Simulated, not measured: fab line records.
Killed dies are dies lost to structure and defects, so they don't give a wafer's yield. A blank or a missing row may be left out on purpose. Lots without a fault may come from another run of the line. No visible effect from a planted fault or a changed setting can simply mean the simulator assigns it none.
Matching of chambers + flow n5-finfet + N5_MOL_CONTACT_COAG_ETCH_110 on rie-diel-01: 4 sister chambers
The step etches Si in CF4/O2, target depth 2.5 nm, time 8 s. 8 wafers are shown with their chamber, then 11 later ones without.

== WAFERS, EACH WITH ITS CHAMBER ==
| wafer  | chamber | showerhead-plenum-p-Torr (Torr) | throttle-valve-pct (%) |
|--------|---------|---------------------------------|------------------------|
| L079.1 | 3       | 2.25                            | 10.42                  |
| L082.5 | 2       | 2.12                            | 10.98                  |
| L086.5 | 1       | 2.31                            | 10.91                  |
| L086.6 | 2       | 2.11                            | 11.02                  |
| L089.1 | 3       | 2.24                            | 10.46                  |
| L089.2 | 1       | 2.31                            | 10.91                  |
| L089.3 | 0       | 2.19                            | 10.67                  |
| L091.1 | 0       | 2.19                            | 10.66                  |

== WAFERS WITH NO CHAMBER GIVEN ==
| wafer  | showerhead-plenum-p-Torr (Torr) | throttle-valve-pct (%) |
|--------|---------------------------------|------------------------|
| L091.5 | 2.19                            | 10.65                  |
| L091.6 | 2.31                            | 10.94                  |
| L092.3 | 2.24                            | 10.48                  |
| L092.4 | 2.24                            | 10.50                  |
| L092.5 | 2.31                            | 10.94                  |
| L095.1 | 2.30                            | 10.95                  |
| L095.3 | 2.19                            | 10.70                  |
| L095.4 | 2.11                            | 11.04                  |
| L097.3 | 2.30                            | 10.96                  |
| L097.5 | 2.30                            | 10.96                  |
| L097.6 | 2.18                            | 10.72                  |

== WHICH CHAMBER EACH WENT THROUGH ==
| wafer  | from the rows above | in truth |
|--------|---------------------|----------|
| L091.5 | 0                   | 0        |
| L091.6 | 1                   | 1        |
| L092.3 | 3                   | 3        |
| L092.4 | 3                   | 3        |
| L092.5 | 1                   | 1        |
| L095.1 | 1                   | 1        |
| L095.3 | 0                   | 0        |
| L095.4 | 2                   | 2        |
| L097.3 | 1                   | 1        |
| L097.5 | 1                   | 1        |
| L097.6 | 0                   | 0        |
Correct placement for 11 of the 11. From these rows, 0 cannot be placed. Placed wrongly: 0.
How it was worked out, from the rows above alone: a wafer's distance from a chamber is the root of the sum, over the readings, of the square of ((its reading less the chamber's mean) divided by the reading's scatter). If the next closest chamber is less than 2 further off than the closest, the wafer can't be placed; otherwise it belongs to the closest. Each chamber's mean is taken over the wafers shown for it. The scatter: the root of (the sum of the squares of (reading less its chamber's mean) over the shown wafers, divided by (wafers less chambers)).
